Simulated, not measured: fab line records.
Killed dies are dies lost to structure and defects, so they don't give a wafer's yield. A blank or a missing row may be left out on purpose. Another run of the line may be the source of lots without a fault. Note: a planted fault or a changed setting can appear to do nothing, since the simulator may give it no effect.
Problem report in the 8D (eight disciplines) form, filled by code / flow n5_finfet / the parts of the form that need people (team, actions taken, sign-off) are left out

== 1. PROBLEM STATEMENT ==
At N5_BEOL_M0_SAQP_COAT_34, spin_speed_rpm averages 1263.3 rpm over 6 wafers from 2 lots, while fault-free wafers read 1500.2 rpm, standard deviation 1. That is -99 or more standard deviations from the usual mean.
The step: resist thk 30 nm.
Seen first at day 9 02:08 on litho_track-05, wafer L437.1. Wafers with a number at this step in the record: 12, from 4 lots. Rule for "out", or "out of limits": more than 4 standard deviations from the usual mean. The other wafers with a number count as sound.

== 2. WHAT IT IS, WHAT IT ISN'T ==
question=which readings at this step | is=spin_speed_rpm | is not=-
question=which lots | is=L437, L441 | is not=L433, L446
question=which wafers of those lots | is=all that have a number | is not=-
question=read on which tools | is=litho_track-05 | is not=litho_track-01
question=when | is=from day 9 02:08 | is not=up to then (3 sound wafers); but 3 sound wafers of L446 came after

== 3. THE SUSPECTS, EACH WITH WHAT RULES IT OUT ==
Counting: any tool at a process step up to the reading is kept as a suspect provided that every lot that is out went through it and no sound lot did after the first of them.
- litho_track-05 at N5_BEOL_M0_SAQP_COAT_34 (resist thk 30 nm): kept. Every lot that is out went through it, starting with L437 (day 9 02:08), and after that it ran no sound lot; the last sound lot it ran before then is L433 (day 8 02:06). Its own readings are out on those wafers: spin_speed_rpm.
Left after counting: litho_track-05 at N5_BEOL_M0_SAQP_COAT_34.

== 4. THE CAUSE (what the simulator had put in) ==
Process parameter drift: litho_track-05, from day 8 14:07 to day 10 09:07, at N5_BEOL_M0_SAQP_COAT_34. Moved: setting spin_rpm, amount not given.
This tool alone remained once counting was done.

== 5. SEQUENCE OF EFFECTS, ordered by route ==
Each row: a reading where the mean over the struck wafers with a number is more than 3 standard deviations away from the usual. Scope: only readings with a usual standard deviation given in the record; hours: median across lots of the time from each lot's start at the first step in this table that gives one to its start at this step; sigmas: change in usual standard deviations.
hours=0; step=N5_BEOL_M0_SAQP_COAT_34; reading=spin_speed_rpm; usual=1500.2 rpm; on struck wafers=1263.3; change=-236.9; sigmas=-99 or more
It contains these process steps:
- N5_BEOL_M0_SAQP_COAT_34: resist thk 30 nm.
Later steps that measure or inspect, where all struck wafers having a row at the step show a number for every such reading and not one has moved that far: N5_BEOL_M4_RC_MEAS_101.

== 6. HOW IT WOULD HAVE BEEN CAUGHT EARLIER ==
The fault began at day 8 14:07; the first out-of-limits reading in this record came at day 9 02:08, 12 hours later.
